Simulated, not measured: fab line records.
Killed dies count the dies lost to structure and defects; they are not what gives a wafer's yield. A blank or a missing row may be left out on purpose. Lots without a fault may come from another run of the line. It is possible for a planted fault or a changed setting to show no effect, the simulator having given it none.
Comparing a struck lot with a sound one :: flow n5_finfet :: 16 out of 1938 route steps
Sound: these wafers, L250.1, L250.3, L250.6. Struck: wafers L255.1, L255.3. (L255.5 of the same lot was not struck and is left out.) The cause comes at the end.
Order at every step that has rows: each side's tool, ch and its chambers, its first start. Under that, the readings that differ: sound wafers :: struck wafers :: difference of the means :: sigmas: that difference in standard deviations of wafers without a fault.
alike: readings whose means differ by less than 2 such deviations, and words and numbers that are the same on both sides. not compared: withheld readings, readings that some wafer has no value for, bounds like >300 that may hide the same value, and numbers for which the record gives no deviation and whose values overlap.
Wherever a step has rows on one side only, a row that says differs or no value, or a row with sigmas, the two part there. When numbers do not overlap yet have no deviation, they are printed without sigmas and do not part them. A reading missing from all wafers of one side parts the sides only when that side holds two or more wafers.

first, 3 steps without rows for these wafers: N5_SDB_EXPOSE_08 (exposes mask SDB); N5_SDB_PEB_09 (peb time 60 s); N5_SDB_DEVELOP_10 (develop time 30 s).
N5_SDB_CD_MEAS_11 targets a cd of 50 nm.
  sound on cd_sem-01 ch 0, day 4 03:49; struck on cd_sem-02 ch 0, day 5 15:25
  alike: cd_nm
N5_SDB_OVL_MEAS_12:
  sound on overlay-01 ch 0, day 4 03:51; struck on overlay-01 ch 0, day 5 15:26
  alike: SDB_OVL
N5_SDB_INSPECT_13: inspects for defects (brightfield).
  sound: defect_inspect-01 at day 4 03:52; struck: defect_inspect-01 at day 5 15:28
  alike: raw_defect_count
N5_SDB_DESCUM_16: chemistry O2, time 7.9 s.
  sound on rie_diel-06 ch 1,3, day 4 03:58; struck on rie_diel-05 ch 0,1, day 5 16:58
  alike: drypump_motor_current_A, oes_product_au, rf_fwd_power_W, rf_vpp_V, showerhead_plenum_p_Torr, throttle_valve_pct
  not compared: rf_hours_counter_h
N5_SDB_ETCH_17: etches SiARC in CF4, target depth 23.4 nm, time 39 s.
  sound on rie_diel-06 ch 1,3, day 4 04:00; struck on rie_diel-05 ch 0,1, day 5 16:59
  alike: drypump_motor_current_A, etch_rf_on_time_s, oes_product_au, rf_fwd_power_W, rf_vpp_V, showerhead_plenum_p_Torr, throttle_valve_pct
  not compared: rf_hours_counter_h
N5_SDB_ETCH_18: etches SOC in N2/H2, target depth 100 nm, overetch 20 nm, time 150 s.
  sound on rie_diel-06 ch 1,3, day 4 04:02; struck on rie_diel-05 ch 0,1, day 5 17:02
  alike: drypump_motor_current_A, oes_product_au, rf_fwd_power_W, rf_vpp_V, showerhead_plenum_p_Torr, throttle_valve_pct
  not compared: rf_hours_counter_h
then, 1 step without rows for these wafers: N5_SDB_STRIP_19 (strips in N2/H2).
N5_SDB_STRIP_21: strips in CF4.
  sound on rie_diel-06 ch 1,3, day 4 04:10; struck on rie_diel-05 ch 0,1, day 5 17:10
  alike: drypump_motor_current_A, oes_product_au, rf_fwd_power_W, rf_vpp_V, showerhead_plenum_p_Torr, throttle_valve_pct
  not compared: rf_hours_counter_h
N5_SDB_HM_OPEN_20: chemistry CH3F/O2, target SiNx, stops on poly-Si, target depth 24 nm.
  sound on rie_diel-06 ch 1,3, day 4 04:11; struck on rie_diel-05 ch 0,1, day 5 17:11
  alike: drypump_motor_current_A, oes_product_au, rf_fwd_power_W, rf_vpp_V, showerhead_plenum_p_Torr, throttle_valve_pct
  not compared: rf_hours_counter_h
N5_SDB_STRIP_22: strips in N2/H2.
  sound on plasma_asher-02 ch 0,1, day 4 04:17; struck on plasma_asher-01 ch 0, day 5 17:16
reading: strip_time_to_endpoint_s (s)
sound: 96.7 96.5 96.7
struck: 94.0 94.0
difference: -2.6
sigmas: -5
  alike: drypump_motor_current_A, heater_power_w, oes_product_au
  not compared: rf_hours_counter_h
then, 1 step without rows for these wafers: N5_SDB_PRECLEAN_23 (cleans in dHF, time 30 s).
-- the record jumps here: 4 days lie between the struck wafers' starts before and after (it left off in module SDB and takes up again in module BEOL_M4, whose first step shown is number 1111 of the route) --
N5_BEOL_M4_RC_MEAS_101:
  sound on prober-02 ch 0, day 8 23:32; struck on prober-01 ch 0, day 9 14:29
reading: ION_P (uA/um)
sound: 445 452 451
struck: 463 478
difference: +21
sigmas: +2
  alike: DIBL_N, DIBL_P, IOFF_N, IOFF_P, ION_N, SS_N, SS_P, VT_N, VT_P
-- the record jumps here: 4 days lie between the struck wafers' starts before and after (it left off in module BEOL_M4 and takes up again in module PASSIVATION, whose first step shown is number 1936 of the route) --
N5_PASSIVATION_PROBE_49:
  sound: prober-01 at day 13 11:24; struck: prober-02 at day 13 23:43
  alike: defect_limited_yield, killed_at_M0_to_M3, killed_at_M4_up, killed_at_contacts, killed_at_front_end, killed_at_other, killed_dies, killed_open, killed_short, sort_bin_5_function, sort_bin_6_memory, sort_n_pass, sort_yield_pct

## WHERE THEY PART
At N5_SDB_STRIP_22 first; at N5_BEOL_M4_RC_MEAS_101 last (within this record only). Later steps at which nothing parts them and some readings are alike: N5_PASSIVATION_PROBE_49.

WHY: the cause the simulator had injected
plasma_asher-01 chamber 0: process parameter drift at N5_SDB_STRIP_22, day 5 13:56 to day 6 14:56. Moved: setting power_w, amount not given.
